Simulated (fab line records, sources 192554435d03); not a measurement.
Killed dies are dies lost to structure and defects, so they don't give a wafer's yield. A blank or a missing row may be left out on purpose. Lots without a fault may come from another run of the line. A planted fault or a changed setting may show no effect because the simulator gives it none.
fab line records | flow n5_finfet
record lots=24 wafers=72 last_day=17
route steps=1938 shown BEOL_M10@1530 BEOL_M11@1549
lots that met no fault: from a run of the same line without faults
start_h: hours from the record's first day to the start of the lot's first wafer shown | wait_h: hours since the lot's step before | " the same as in the row above | L1.1+2: a row that stands for several wafers | - no value, or no start given | * or withheld: withheld | < > ~ a bound
route shown NAME@n: a module of which the file shows steps, and the number in the route of the first | usual: mean/standard deviation of fault-free wafers | same: alike in all rows | chamber/n: place in a boat | sites: the reading at each site | _std_site: their standard deviation | _edge_site: outer sites' mean less inner sites' | radius_mm: how far each site lies from the wafer's centre | mask NAME#n: copy n | behind: the tool/chamber that last shaped the wafer | hold: why the lot was held/for how many hours/how that ended | device: the transistor (n, p or np) that didn't switch | end of line: the same wafers' tests at the end of the route | a step without rows: its recipe alone | killed: dies lost to structure and defects at the first sort, not the wafer's yield | map: a wafer's dies, x killed, . not, _ none there
set.NAME: the setting as run; set.NAME@STEP: as run at that earlier step | model.NAME: the simulator's own value behind a step, which no gauge read
steps of the route over a sample of lots; a table a step, a row a wafer
services: from which hour (start_h, from the record's first day; less than 0 if before it) a tool's chamber was out of use, for how many hours, and why
## steps
# step N5_BEOL_M10_CMP_52
# recipe stop_on=SiCOH_lowk t_overpolish_s=7 down_force_psi=1 platen_rpm=50 clearing_platen_down_force_psi=1.5 clearing_platen_rpm=50 post_cmp_clean=cu_alkaline target_thk_nm=140 clearing_platen_pad_velocity_m_s=0.99484 pad_velocity_m_s=0.99484
# usual barrier_field_endpoint_s=28.6/0.69 motor_current_A=6.1/0.45 overpolish_run_s=7.001/0.0091 slurry_filter_dp_kPa=13.51/0.14 time_to_endpoint_s=66/3.2
# columns lot.wafer tool chamber start_h wait_h barrier_field_endpoint_s motor_current_A overpolish_run_s slurry_filter_dp_kPa time_to_endpoint_s
L074.2 cmp-01 3 225.19 0.4 27.6 5.8 6.993 13.50 63
L074.4 " 0 " " 28.8 5.5 6.998 13.37 69
L074.1 " 1 " " 28.2 6.0 7.008 13.48 68
L075.3 cmp-01 1 231.38 0.2 29.6 5.9 7.004 13.49 70
L075.1 " 2 " " 29.0 7.3 6.997 13.42 69
L075.4 " 3 " " 28.5 5.6 6.998 13.28 65
L076.3 cmp-04 3 244.45 0.2 28.8 6.0 7.005 13.36 68
L076.2 " 0 " " 28.2 5.6 6.993 13.54 60
L076.5 " 1 " " 29.0 6.6 7.013 13.22 68
L080.4 cmp-04 3 252.87 0.2 29.0 6.0 7.019 13.30 70
L080.3 " 1 " " 28.5 6.7 7.003 13.43 66
L080.5 " 2 " " 28.1 6.5 7.012 13.51 69
L077.2 cmp-01 2 253.11 0.3 29.3 7.1 7.026 13.60 72
L077.6 " 3 " " 28.2 5.6 7.005 13.60 68
L077.5 " 0 " " 29.0 5.6 7.008 13.50 70
L079.1 cmp-04 0 253.65 0.4 27.9 5.6 6.999 13.44 66
L079.4 " 1 " " 28.5 6.7 6.984 13.68 66
L079.3 " 3 " " 28.5 6.0 6.999 13.57 67
L081.1 cmp-04 1 256.06 0.3 27.9 6.7 7.001 13.12 66
L081.6 " 3 " " 29.4 6.2 7.007 13.73 65
L081.5 " 0 " " 29.1 5.4 7.009 13.44 59
L078.1 cmp-01 2 262.87 0.4 29.3 7.0 6.992 13.62 71
L078.6 " 3 " " 28.5 5.7 7.001 13.43 64
L078.5 " 0 " " 28.9 5.4 6.998 13.71 68
L082.4 cmp-01 1 266.90 0.2 30.4 6.1 6.998 13.72 71
L082.3 " 3 " " 30.2 5.9 7.018 13.45 69
L082.6 " 1 " " 29.5 6.3 6.980 13.48 67
L083.2 cmp-01 1 277.15 0.3 28.4 6.0 7.009 13.54 70
L083.4 " 2 " " 28.5 6.4 7.010 13.31 70
L083.5 " 3 " " 28.8 5.8 7.010 13.40 67
L084.2 cmp-01 2 284.35 0.2 28.5 7.0 6.995 13.65 67
L084.6 " 1 " " 28.5 6.0 7.007 13.55 65
L084.5 " 2 " " 29.3 6.5 6.994 13.59 70
L085.4 cmp-01 3 301.72 0.2 28.9 6.0 6.990 13.48 64
L085.2 " 0 " " 28.5 5.5 7.001 13.44 66
L085.3 " 1 " " 28.5 6.4 7.004 13.64 65
L087.4 cmp-02 2 302.65 0.2 28.7 6.5 6.987 13.61 64
L087.5 " 1 " " 28.6 5.6 6.974 13.52 66
L087.6 " 2 " " 29.5 6.7 6.986 13.62 65
L086.1 cmp-02 1 309.82 0.3 28.5 5.6 6.992 13.50 66
L086.4 " 3 " " 27.3 5.9 7.007 13.56 61
L086.3 " 0 " " 28.2 6.8 6.992 13.29 65
L089.3 cmp-04 2 311.81 0.2 28.8 6.5 7.004 13.47 66
L089.4 " 0 " " 28.7 5.6 6.993 13.53 59
L089.1 " 1 " " 28.7 6.5 7.011 13.50 63
L091.3 cmp-04 1 314.50 0.2 27.4 6.6 7.010 13.59 65
L091.2 " 0 " " 28.0 5.7 6.987 13.49 62
L091.5 " 1 " " 29.0 6.6 7.014 13.61 64
L090.4 cmp-04 3 317.89 0.1 28.2 6.2 7.001 13.46 61
L090.1 " 2 " " 28.8 6.1 7.020 13.25 65
L090.6 " 3 " " 28.2 6.2 7.006 13.58 63
L088.3 cmp-02 0 319.64 0.2 29.3 6.5 7.017 13.55 71
L088.5 " 2 " " 28.9 6.3 7.007 13.47 67
L088.6 " 3 " " 28.1 5.9 6.991 13.66 61
L093.4 cmp-02 1 325.43 0.1 27.9 5.6 6.999 13.61 67
L093.3 " 2 " " 27.6 6.6 7.001 13.68 66
L093.5 " 1 " " 28.7 6.3 6.992 13.37 70
L092.4 cmp-04 0 339.05 0.2 28.5 5.4 7.010 13.83 63
L092.5 " 1 " " 28.1 6.5 7.019 13.31 65
L092.6 " 2 " " 28.8 6.7 7.008 13.43 63
L094.4 cmp-04 3 345.68 0.1 28.1 6.1 7.008 13.47 64
L094.1 " 2 " " 27.6 6.5 6.990 13.57 60
L094.6 " 3 " " 27.6 6.1 7.000 13.45 62
L096.1 cmp-02 0 365.96 0.3 28.7 6.5 6.988 13.50 65
L096.3 " 1 " " 28.5 5.8 7.014 13.63 66
L096.5 " 0 " " 28.3 6.4 7.001 13.67 64
L097.4 cmp-02 0 370.48 0.2 28.9 6.7 6.995 13.52 66
L097.3 " 1 " " 28.9 5.7 7.003 13.63 69
L097.6 " 0 " " 28.9 6.2 6.996 13.56 67
L095.3 cmp-04 2 370.55 0.2 29.5 6.5 6.997 13.58 65
L095.4 " 3 " " 28.8 6.2 6.999 13.69 62
L095.1 " 1 " " 28.7 6.8 7.007 13.69 66
# step N5_BEOL_M10_DEP_56
# recipe material=SiCN target_thk_a=150 temp_c=withheld precursor=3MS/NH3 pressure_torr=3 rf_w=202 time_s=26.5
# usual showerhead_plenum_p_Torr=3.667/0.012 throttle_valve_pct=9.3/0.64
# columns lot.wafer tool chamber start_h wait_h showerhead_plenum_p_Torr throttle_valve_pct
L074.1 pecvd-03 1 225.51 0.0 3.692 8.5
L074.2 " 0 " " 3.656 9.1
L074.4 " 0 " " 3.661 8.9
L075.1 pecvd-03 1 231.70 0.0 3.705 8.3
L075.3 " 2 " " 3.674 9.1
L075.4 " 0 " " 3.656 9.4
L076.2 pecvd-01 2 244.73 0.0 3.659 8.7
L076.3 " 1 " " 3.668 10.3
L076.5 " 1 " " 3.656 10.1
L080.3 pecvd-04 2 253.19 0.0 3.668 8.5
L080.4 " 2 " " 3.671 8.2
L080.5 " 1 " " 3.683 10.0
L077.2 pecvd-01 0 253.35 0.0 3.646 9.2
L077.5 " 2 " " 3.665 8.6
L077.6 " 1 " " 3.658 10.3
L079.1 pecvd-01 1 254.01 0.0 3.668 10.3
L079.3 " 2 " " 3.663 8.8
L079.4 " 2 " " 3.668 8.5
L081.1 pecvd-03 2 256.35 0.0 3.674 9.0
L081.5 " 1 " " 3.698 8.5
L081.6 " 2 " " 3.667 9.3
L078.1 pecvd-01 1 263.12 0.0 3.663 10.1
L078.5 " 0 " " 3.660 9.0
L078.6 " 1 " " 3.657 10.3
L082.3 pecvd-04 1 267.21 0.0 3.677 10.1
L082.4 " 1 " " 3.680 9.9
L082.6 " 0 " " 3.669 9.9
L083.2 pecvd-01 1 277.43 0.0 3.669 10.1
L083.4 " 2 " " 3.669 8.7
L083.5 " 0 " " 3.656 9.2
L084.2 pecvd-01 0 284.67 0.0 3.647 9.0
L084.5 " 2 " " 3.659 8.7
L084.6 " 0 " " 3.659 9.1
L085.2 pecvd-03 2 302.04 0.0 3.670 9.2
L085.3 " 0 " " 3.655 9.2
L085.4 " 0 " " 3.662 9.3
L087.4 pecvd-04 0 302.99 0.0 3.678 10.1
L087.5 " 1 " " 3.673 9.6
L087.6 " 2 " " 3.661 8.4
L086.1 pecvd-03 1 310.18 0.0 3.692 8.5
L086.3 " 2 " " 3.671 9.1
L086.4 " 0 " " 3.650 9.5
L089.1 pecvd-01 2 312.17 0.0 3.659 8.9
L089.3 " 1 " " 3.665 10.2
L089.4 " 2 " " 3.653 8.4
L091.2 pecvd-03 1 314.86 0.0 3.706 8.8
L091.3 " 2 " " 3.669 9.2
L091.5 " 0 " " 3.656 9.1
L090.1 pecvd-04 2 318.24 0.0 3.674 8.3
L090.4 " 2 " " 3.680 8.4
L090.6 " 1 " " 3.677 10.0
L088.3 pecvd-01 0 319.92 0.0 3.666 9.0
L088.5 " 1 " " 3.667 10.4
L088.6 " 0 " " 3.657 9.2
L093.3 pecvd-04 2 325.78 0.0 3.667 8.5
L093.4 " 2 " " 3.672 8.5
L093.5 " 0 " " 3.665 10.2
L092.4 pecvd-01 0 339.31 0.0 3.654 8.9
L092.5 " 1 " " 3.655 10.2
L092.6 " 2 " " 3.658 9.0
L094.1 pecvd-01 2 346.03 0.0 3.652 8.5
L094.4 " 1 " " 3.660 10.2
L094.6 " 0 " " 3.654 9.1
L096.1 pecvd-03 2 366.31 0.0 3.661 9.4
L096.3 " 0 " " 3.658 9.4
L096.5 " 1 " " 3.693 8.5
L097.3 pecvd-01 1 370.83 0.0 3.659 10.6
L097.4 " 2 " " 3.652 8.5
L097.6 " 0 " " 3.646 9.3
L095.1 pecvd-03 1 370.91 0.0 3.696 8.8
L095.3 " 2 " " 3.670 9.2
L095.4 " 2 " " 3.673 9.2
# step N5_BEOL_M11_CD_MEAS_11
# recipe target_cd_nm=64.1 landing_energy_ev=500 detector=se_inlens polarity=opening
# usual cd_nm=64.2/0.6
# columns lot.wafer tool chamber start_h wait_h cd_nm
L074.1 cd_sem-02 0 228.50 - 64.5
L074.2 " 0 " " 64.4
L074.4 " 0 " " 64.6
L075.1 cd_sem-02 0 234.18 - 63.9
L075.3 " 0 " " 64.7
L075.4 " 0 " " 65.0
L076.2 cd_sem-01 0 247.51 - 63.7
L076.3 " 0 " " 63.7
L076.5 " 0 " " 64.8
L080.3 cd_sem-02 0 256.88 - 63.9
L080.4 " 0 " " 64.5
L080.5 " 0 " " 64.3
L077.2 cd_sem-02 0 257.10 - 65.0
L077.5 " 0 " " 64.2
L077.6 " 0 " " 63.9
L079.1 cd_sem-01 0 257.39 - 65.1
L079.3 " 0 " " 65.0
L079.4 " 0 " " 64.8
L081.1 cd_sem-02 0 260.87 - 63.3
L081.5 " 0 " " 63.2
L081.6 " 0 " " 64.4
L078.1 cd_sem-02 0 265.17 - 63.6
L078.5 " 0 " " 64.0
L078.6 " 0 " " 63.9
L082.3 cd_sem-02 0 271.15 - 64.5
L082.4 " 0 " " 64.3
L082.6 " 0 " " 63.3
L083.2 cd_sem-01 0 279.61 - 64.5
L083.4 " 0 " " 64.1
L083.5 " 0 " " 64.8
L084.2 cd_sem-02 0 286.91 - 63.9
L084.5 " 0 " " 64.0
L084.6 " 0 " " 64.4
L085.2 cd_sem-01 0 304.01 - 65.4
L085.3 " 0 " " 64.3
L085.4 " 0 " " 63.9
L087.4 cd_sem-01 0 305.44 - 64.4
L087.5 " 0 " " 63.7
L087.6 " 0 " " 63.4
L086.1 cd_sem-03 0 312.42 - 64.9
L086.3 " 0 " " 64.2
L086.4 " 0 " " 64.0
L089.1 cd_sem-03 0 313.64 - 64.4
L089.3 " 0 " " 63.3
L089.4 " 0 " " 64.4
L091.2 cd_sem-02 0 316.73 - 63.3
L091.3 " 0 " " 64.6
L091.5 " 0 " " 64.8
L090.1 cd_sem-01 0 320.62 - 64.4
L090.4 " 0 " " 64.1
L090.6 " 0 " " 63.9
L088.3 cd_sem-02 0 321.73 - 63.7
L088.5 " 0 " " 63.9
L088.6 " 0 " " 64.0
L093.3 cd_sem-01 0 327.96 - 64.3
L093.4 " 0 " " 64.5
L093.5 " 0 " " 63.9
L092.4 cd_sem-01 0 349.03 - 63.9
L092.5 " 0 " " 64.7
L092.6 " 0 " " 65.4
L094.1 cd_sem-03 0 349.07 - 63.4
L094.4 " 0 " " 62.8
L094.6 " 0 " " 63.5
L096.1 cd_sem-02 0 368.72 - 64.7
L096.3 " 0 " " 64.6
L096.5 " 0 " " 64.8
L095.1 cd_sem-03 0 372.98 - 64.2
L095.3 " 0 " " 64.6
L095.4 " 0 " " 64.6
L097.3 cd_sem-01 0 373.02 - 64.0
L097.4 " 0 " " 63.3
L097.6 " 0 " " 63.9
# step N5_BEOL_M11_DESCUM_16
# recipe chemistry=O2 time_s=7.9 source_power_w=50 bias_power_w=20 pressure_mtorr=20 rf_frequency_hz=2.712e+07 temp_c=40 resist=CAR-ArF o2_flow_sccm=225
# usual drypump_motor_current_A=5.5/0.5 oes_product_au=0.76/0.071 rf_vpp_V=243.5/1.6 showerhead_plenum_p_Torr=2.11/0.092 temp_c=40.01/0.12 throttle_valve_pct=20.54/0.22
# columns lot.wafer tool chamber start_h wait_h drypump_motor_current_A oes_product_au rf_hours_counter_h rf_vpp_V showerhead_plenum_p_Torr temp_c throttle_valve_pct
L074.1 rie_diel-01 1 228.59 0.0 5.8 0.85 50 245.4 2.22 39.92 20.68
L074.2 " 2 " " 4.8 0.91 31 245.4 2.21 40.00 20.32
L074.4 " 3 " " 5.2 0.75 170 243.4 2.08 39.75 20.63
L075.1 rie_diel-02 0 234.49 0.2 5.3 0.72 184 242.7 2.07 39.94 20.58
L075.3 " 3 " " 5.6 0.84 69 244.7 2.19 40.02 20.30
L075.4 " 1 " " 4.9 0.69 217 241.6 1.98 40.21 20.09
L076.2 rie_diel-01 2 247.69 0.1 4.8 0.89 38 246.5 2.21 40.02 20.35
L076.3 " 0 " " 6.2 0.69 208 243.9 2.17 39.76 20.58
L076.5 " 2 " " 4.8 0.90 - 245.4 2.21 40.00 20.33
L080.3 rie_diel-01 0 257.00 0.1 6.2 0.69 211 243.6 2.16 40.02 20.59
L080.4 " 2 " " 4.8 0.90 40 244.5 2.21 40.00 20.35
L080.5 " 2 " " 4.8 0.89 - 244.2 2.21 39.97 20.34
L077.2 rie_diel-02 1 257.19 0.0 4.9 0.69 225 241.6 1.98 39.95 20.12
L077.5 " 1 " " 4.9 0.68 - 241.4 1.98 39.93 20.11
L077.6 " 0 " " 5.3 0.72 - 243.3 2.07 39.93 20.62
L079.1 rie_diel-01 3 257.48 0.0 5.2 0.74 179 243.0 2.08 39.88 20.65
L079.3 " 1 " " 5.8 0.83 61 244.0 2.22 40.16 20.69
L079.4 " 0 " " 6.1 0.69 211 244.5 2.16 39.99 20.60
L081.1 rie_diel-02 3 261.26 0.3 5.6 0.82 78 244.4 2.19 40.26 20.29
L081.5 " 0 " " 5.3 0.72 - 242.7 2.06 40.00 20.61
L081.6 " 1 " " 4.9 0.68 - 243.2 1.98 40.13 20.12
L078.1 rie_diel-01 1 265.30 0.1 5.8 0.83 63 244.3 2.22 39.86 20.68
L078.5 " 0 " " 6.1 0.69 - 244.2 2.16 40.12 20.57
L078.6 " 3 " " 5.2 0.75 - 242.8 2.08 39.98 20.66
L082.3 rie_diel-02 2 271.44 0.2 6.1 0.75 139 241.2 1.93 39.97 20.85
L082.4 " 3 " " 5.6 0.81 82 243.6 2.19 40.04 20.33
L082.6 " 1 " " 4.9 0.68 - 241.8 1.98 40.00 20.11
L083.2 rie_diel-01 3 279.70 0.0 5.2 0.74 185 243.7 2.07 39.96 20.66
L083.4 " 0 " " 6.2 0.68 217 244.8 2.16 39.87 20.61
L083.5 " 3 " " 5.2 0.74 - 242.1 2.08 39.80 20.65
L084.2 rie_diel-03 3 286.99 0.0 5.8 0.74 139 244.4 2.18 39.73 20.54
L084.5 " 1 " " 5.2 0.71 - 242.2 2.08 40.04 20.77
L084.6 " 2 " " 6.4 0.71 - 244.8 2.15 39.88 20.23
L085.2 rie_diel-01 0 304.09 0.0 6.2 0.68 224 244.4 2.16 39.99 20.62
L085.3 " 2 " " 4.8 0.87 53 245.4 2.21 39.98 20.36
L085.4 " 3 " " 5.2 0.74 192 244.0 2.07 39.91 20.68
L087.4 rie_diel-01 3 305.54 0.1 5.2 0.74 192 242.8 2.07 40.20 20.67
L087.5 " 3 " " 5.2 0.74 - 241.6 2.07 40.25 20.66
L087.6 " 0 " " 6.2 0.68 - 243.9 2.16 40.14 20.63
L086.1 rie_diel-01 3 312.51 0.0 5.2 0.74 194 242.4 2.07 40.08 20.67
L086.3 " 2 " " 4.8 0.88 56 245.7 2.21 39.94 20.37
L086.4 " 0 " " 6.2 0.69 226 243.2 2.16 39.87 20.62
L089.1 rie_diel-02 0 313.72 0.0 5.3 0.71 210 242.0 2.06 40.16 20.63
L089.3 " 3 " " 5.6 0.81 95 244.9 2.18 40.07 20.33
L089.4 " 2 " " 6.0 0.76 151 240.4 1.92 39.99 20.86
L091.2 rie_diel-02 2 317.24 0.5 6.1 0.74 152 240.5 1.92 40.01 20.85
L091.3 " 0 " " 5.3 0.71 212 244.3 2.06 40.01 20.63
L091.5 " 3 " " 5.6 0.80 - 243.3 2.18 40.20 20.34
L090.1 rie_diel-02 3 320.76 0.1 5.7 0.80 98 244.0 2.18 39.81 20.32
L090.4 " 2 " " 6.1 0.75 154 241.2 1.92 39.94 20.86
L090.6 " 0 " " 5.3 0.70 - 242.0 2.06 40.07 20.64
L088.3 rie_diel-01 2 321.81 0.0 4.8 0.86 60 244.4 2.20 40.09 20.37
L088.5 " 3 " " 5.2 0.73 - 243.7 2.07 39.85 20.69
L088.6 " 2 " " 4.8 0.87 - 246.3 2.20 40.06 20.39
L093.3 rie_diel-01 0 328.05 0.0 6.2 0.69 231 243.7 2.16 40.08 20.63
L093.4 " 2 " " 4.8 0.86 62 244.8 2.20 39.96 20.39
L093.5 " 2 " " 4.8 0.85 - 246.2 2.20 40.22 20.38
L092.4 rie_diel-02 0 349.13 0.0 5.3 0.69 - 244.2 2.05 40.03 20.65
L092.5 " 3 " " 5.6 0.79 - 243.2 2.18 40.11 20.36
L092.6 " 2 " " 6.1 0.73 - 241.7 1.92 39.85 20.85
L094.1 rie_diel-03 3 349.20 0.1 5.9 0.72 156 245.3 2.17 39.90 20.55
L094.4 " 2 " " 6.4 0.70 - 243.4 2.15 40.21 20.25
L094.6 " 0 " " 5.3 0.70 - 242.5 2.06 39.97 20.72
L096.1 rie_diel-03 3 368.92 0.1 5.8 0.72 164 243.7 2.17 39.99 20.58
L096.3 " 1 " " 5.2 0.69 207 243.1 2.08 39.81 20.78
L096.5 " 3 " " 5.8 0.72 - 244.7 2.17 40.10 20.58
L095.1 rie_diel-02 3 373.36 0.3 5.7 0.78 119 245.1 2.17 39.77 20.37
L095.3 " 0 " " 5.3 0.69 234 242.8 2.05 39.87 20.68
L095.4 " 2 " " 6.1 0.73 174 239.2 1.92 40.00 20.88
L097.3 rie_diel-03 0 373.37 0.3 5.3 0.69 238 242.0 2.06 39.98 20.75
L097.4 " 1 " " 5.2 0.70 208 243.2 2.08 40.17 20.79
L097.6 " 1 " " 5.2 0.70 - 242.9 2.08 40.09 20.78
# step N5_BEOL_M11_STRIP_77
# recipe chemistry=N2/H2 time_s=10 power_w=450 temp_c=40 pressure_mtorr=20 rf_frequency_hz=6e+07 bias_power_w=7 n2_flow_sccm=200 h2_flow_sccm=200
# usual drypump_motor_current_A=5.6/0.5 oes_product_au=0.74/0.057 rf_vpp_V=59.2/0.87 showerhead_plenum_p_Torr=2.56/0.11 temp_c=40.01/0.11 throttle_valve_pct=23.77/0.28
# columns lot.wafer tool chamber start_h wait_h drypump_motor_current_A oes_product_au rf_hours_counter_h rf_vpp_V showerhead_plenum_p_Torr temp_c throttle_valve_pct
L074.1 rie_diel-03 3 - - 5.9 0.76 122 60.2 2.66 39.99 23.77
L074.2 " 2 " " 6.4 0.73 171 59.6 2.65 39.97 23.57
L074.4 " 0 " " 5.3 0.72 189 60.3 2.51 39.95 23.66
L075.1 rie_diel-02 0 - - 5.3 0.73 185 59.8 2.54 40.00 24.18
L075.3 " 1 " " 4.9 0.70 218 61.0 2.40 39.92 23.19
L075.4 " 2 " " 6.1 0.78 126 58.9 2.33 40.01 23.90
L076.2 rie_diel-02 0 - - 5.3 0.72 191 58.0 2.54 40.09 24.19
L076.3 " 1 " " 4.9 0.69 224 58.6 2.39 40.03 23.20
L076.5 " 2 " " 6.1 0.77 - 58.9 2.33 40.03 23.89
L077.2 rie_diel-02 2 - - 6.1 0.76 135 59.0 2.33 39.96 23.92
L077.5 " 0 " " 5.3 0.71 - 59.7 2.54 39.95 24.16
L077.6 " 3 " " 5.6 0.81 - 58.9 2.66 40.00 23.42
L080.3 rie_diel-03 0 - - 5.3 0.72 199 57.5 2.51 40.10 23.66
L080.4 " 3 " " 5.9 0.74 131 58.5 2.66 40.04 23.78
L080.5 " 2 " " 6.4 0.73 - 59.7 2.64 39.95 23.58
L079.1 rie_diel-01 0 - - 6.2 0.69 212 59.7 2.63 39.92 23.91
L079.3 " 1 " " 5.8 0.83 62 58.4 2.70 39.82 24.10
L079.4 " 3 " " 5.2 0.73 180 59.9 2.52 39.83 23.88
L081.1 rie_diel-03 3 - - 5.9 0.74 133 59.5 2.66 40.16 23.78
L081.5 " 2 " " 6.4 0.73 - 59.0 2.64 40.08 23.59
L081.6 " 3 " " 5.9 0.74 - 57.9 2.66 39.96 23.79
L078.1 rie_diel-03 3 - - 5.9 0.76 133 59.1 2.66 40.13 23.76
L078.5 " 1 " " 5.2 0.72 - 58.0 2.52 39.92 24.03
L078.6 " 2 " " 6.4 0.73 - 59.2 2.64 40.08 23.58
L082.3 rie_diel-02 1 - - 4.9 0.68 232 57.7 2.39 40.11 23.20
L082.4 " 2 " " 6.1 0.75 140 57.9 2.32 40.00 23.93
L082.6 " 3 " " 5.6 0.82 - 59.8 2.66 39.95 23.41
L083.2 rie_diel-02 0 - - 5.3 0.71 200 60.1 2.54 40.00 24.19
L083.4 " 2 " " 6.1 0.75 143 58.2 2.32 39.75 23.92
L083.5 " 1 " " 4.9 0.68 - 57.8 2.39 40.00 23.21
L084.2 rie_diel-01 1 - - 5.8 0.82 70 59.7 2.69 39.97 24.10
L084.5 " 2 " " 4.8 0.88 - 58.6 2.69 40.10 23.62
L084.6 " 3 " " 5.2 0.74 - 58.5 2.52 39.72 23.88
L085.2 rie_diel-03 0 - - 5.3 0.72 212 59.2 2.50 39.84 23.69
L085.3 " 1 " " 5.2 0.70 191 58.3 2.51 39.95 24.02
L085.4 " 2 " " 6.5 0.72 193 58.9 2.64 40.03 23.58
L087.4 rie_diel-03 0 - - 5.3 0.71 214 60.4 2.50 39.97 23.68
L087.5 " 3 " " 5.9 0.74 - 58.9 2.65 39.97 23.79
L087.6 " 2 " " 6.4 0.71 - 59.5 2.63 39.95 23.59
L089.1 rie_diel-01 2 - - 4.8 0.87 57 59.9 2.69 40.04 23.64
L089.3 " 0 " " 6.2 0.68 228 58.8 2.62 39.73 23.94
L089.4 " 3 " " 5.2 0.73 196 59.1 2.52 40.14 23.89
L086.1 rie_diel-03 2 - - 6.4 0.72 196 59.3 2.63 40.08 23.61
L086.3 " 3 " " 5.9 0.73 148 58.3 2.65 39.89 23.79
L086.4 " 0 " " 5.3 0.70 216 60.3 2.50 39.98 23.67
L091.2 rie_diel-03 3 - - 5.9 0.73 150 59.2 2.65 40.07 23.80
L091.3 " 2 " " 6.4 0.72 197 59.3 2.63 39.97 23.60
L091.5 " 2 " " 6.5 0.71 - 59.0 2.63 39.92 23.61
L090.1 rie_diel-02 0 - - 5.3 0.71 214 60.2 2.53 39.70 24.20
L090.4 " 3 " " 5.7 0.80 99 59.4 2.65 39.87 23.45
L090.6 " 0 " " 5.3 0.71 - 59.7 2.53 40.20 24.20
L088.3 rie_diel-03 2 - - 6.4 0.71 198 58.4 2.63 40.15 23.61
L088.5 " 0 " " 5.3 0.71 - 59.8 2.50 39.98 23.68
L088.6 " 1 " " 5.2 0.71 - 57.2 2.51 40.11 24.04
L093.3 rie_diel-02 0 - - 5.3 0.70 216 60.1 2.53 40.14 24.18
L093.4 " 2 " " 6.1 0.74 156 59.8 2.32 39.91 23.92
L093.5 " 3 " " 5.6 0.81 - 59.0 2.65 40.00 23.45
L092.4 rie_diel-03 2 - - 6.5 0.70 - 59.3 2.63 40.19 23.64
L092.5 " 3 " " 5.8 0.73 - 59.2 2.65 40.19 23.84
L092.6 " 0 " " 5.3 0.70 - 60.8 2.49 40.02 23.70
L094.1 rie_diel-02 3 - - 5.6 0.79 110 57.9 2.65 40.13 23.46
L094.4 " 2 " " 6.1 0.73 - 60.4 2.31 39.99 23.93
L094.6 " 3 " " 5.6 0.79 - 59.7 2.65 40.07 23.47
L096.1 rie_diel-01 1 - - 5.8 0.79 90 58.6 2.69 40.04 24.13
L096.3 " 3 " " 5.2 0.72 207 58.3 2.51 40.04 23.89
L096.5 " 3 " " 5.2 0.73 - 61.0 2.51 40.05 23.90
L095.1 rie_diel-03 2 - - 6.4 0.69 218 60.5 2.62 40.01 23.63
L095.3 " 3 " " 5.9 0.71 165 58.3 2.64 40.12 23.82
L095.4 " 1 " " 5.2 0.69 209 59.1 2.51 40.05 24.06
L097.3 rie_diel-02 0 - - 5.3 0.69 235 59.0 2.52 39.94 24.23
L097.4 " 2 " " 6.1 0.72 175 58.0 2.31 40.11 23.98
L097.6 " 1 " " 4.9 0.98 - 60.8 2.70 39.75 23.02
# step N5_BEOL_M11_SPUTTER_48
# recipe material=Cu target_thk_a=120 temp_c=-20 bias_v=60 power_w=26000 chamber_pressure_pa=0.13 time_s=2
# usual throttle_valve_pct=30.4/1
# columns lot.wafer tool chamber start_h wait_h throttle_valve_pct
L074.1 pvd_sputter-01 - 231.56 0.3 31.2
L074.2 " - " " 29.9
L074.4 " - " " 30.4
L075.1 pvd_sputter-01 - 238.44 0.1 31.3
L075.3 " - " " 30.4
L075.4 " - " " 30.0
L076.2 pvd_sputter-03 - 256.42 0.8 28.8
L076.3 " - " " 30.1
L076.5 " - " " 29.0
L080.3 pvd_sputter-03 - 261.54 0.1 28.5
L080.4 " - " " 30.3
L080.5 " - " " 28.8
L077.2 pvd_sputter-03 - 261.76 0.1 28.8
L077.5 " - " " 30.5
L077.6 " - " " 28.6
L079.1 pvd_sputter-02 - 263.30 0.9 30.7
L079.3 " - " " 30.9
L079.4 " - " " 30.3
L081.1 pvd_sputter-01 - 267.31 0.1 30.4
L081.5 " - " " 30.2
L081.6 " - " " 30.2
L078.1 pvd_sputter-02 - 270.27 0.1 29.8
L078.5 " - " " 29.7
L078.6 " - " " 30.6
L082.3 pvd_sputter-03 - 275.91 0.1 28.8
L082.4 " - " " 31.4
L082.6 " - " " 30.5
L083.2 pvd_sputter-02 - 284.07 0.1 30.0
L083.4 " - " " 30.4
L083.5 " - " " 30.7
L084.2 pvd_sputter-03 - 291.67 0.2 28.7
L084.5 " - " " 28.7
L084.6 " - " " 31.2
L085.2 pvd_sputter-01 - 307.02 0.1 31.2
L085.3 " - " " 32.9
L085.4 " - " " 30.1
L087.4 pvd_sputter-01 - 311.10 0.7 31.3
L087.5 " - " " 30.4
L087.6 " - " " 30.1
L089.1 pvd_sputter-02 - 319.70 0.1 30.4
L089.3 " - " " 31.0
L089.4 " - " " 29.6
L086.1 pvd_sputter-02 - 319.78 0.1 30.5
L086.3 " - " " 30.5
L086.4 " - " " 29.7
L091.2 pvd_sputter-03 - 321.87 0.2 30.6
L091.3 " - " " 31.1
L091.5 " - " " 30.6
L090.1 pvd_sputter-02 - 324.70 0.1 30.9
L090.4 " - " " 30.4
L090.6 " - " " 31.1
L088.3 pvd_sputter-02 - 327.14 0.1 30.3
L088.5 " - " " 30.3
L088.6 " - " " 29.7
L093.3 pvd_sputter-02 - 330.86 0.1 30.4
L093.4 " - " " 29.5
L093.5 " - " " 30.8
L092.4 pvd_sputter-01 - 353.13 0.0 30.6
L092.5 " - " " 33.0
L092.6 " - " " 29.9
L094.1 pvd_sputter-01 - 353.52 0.1 32.8
L094.4 " - " " 31.3
L094.6 " - " " 31.4
L096.1 pvd_sputter-02 - 373.72 0.2 29.6
L096.3 " - " " 30.6
L096.5 " - " " 30.7
L097.3 pvd_sputter-03 - 377.51 1.1 28.7
L097.4 " - " " 28.9
L097.6 " - " " 28.9
L095.1 pvd_sputter-03 - 377.59 1.1 28.8
L095.3 " - " " 31.0
L095.4 " - " " 30.6
## services
# columns tool chamber start_h hours kind
cmp-02 - 202.31 4.0 pm
cmp-04 - 202.78 8.0 repair
cmp-01 - 208.03 0.7 repair
rie_diel-03 0 215.28 6.4 repair
pecvd-01 1 216.04 4.4 repair
cmp-02 - 226.91 0.8 repair
cmp-02 - 236.26 5.6 pm
pvd_sputter-02 - 238.19 1.5 repair
rie_diel-01 - 250.99 1.8 repair
cmp-04 - 278.18 1.3 repair
pvd_sputter-02 - 285.64 5.0 repair
rie_diel-02 2 286.38 3.2 repair
cmp-01 - 290.30 4.0 pm
cmp-04 - 306.26 4.0 pm
pecvd-03 - 311.16 3.1 repair
pecvd-01 1 320.58 8.3 repair
rie_diel-03 3 322.36 15.4 repair
rie_diel-03 1 337.77 14.5 repair
pvd_sputter-03 - 338.72 1.8 repair
rie_diel-01 - 341.60 14.6 pm
cmp-04 - 343.66 1.1 repair
cmp-04 - 347.88 0.3 repair
cmp-04 - 358.43 2.4 repair
cmp-04 - 375.87 5.4 pm
## key
fault none
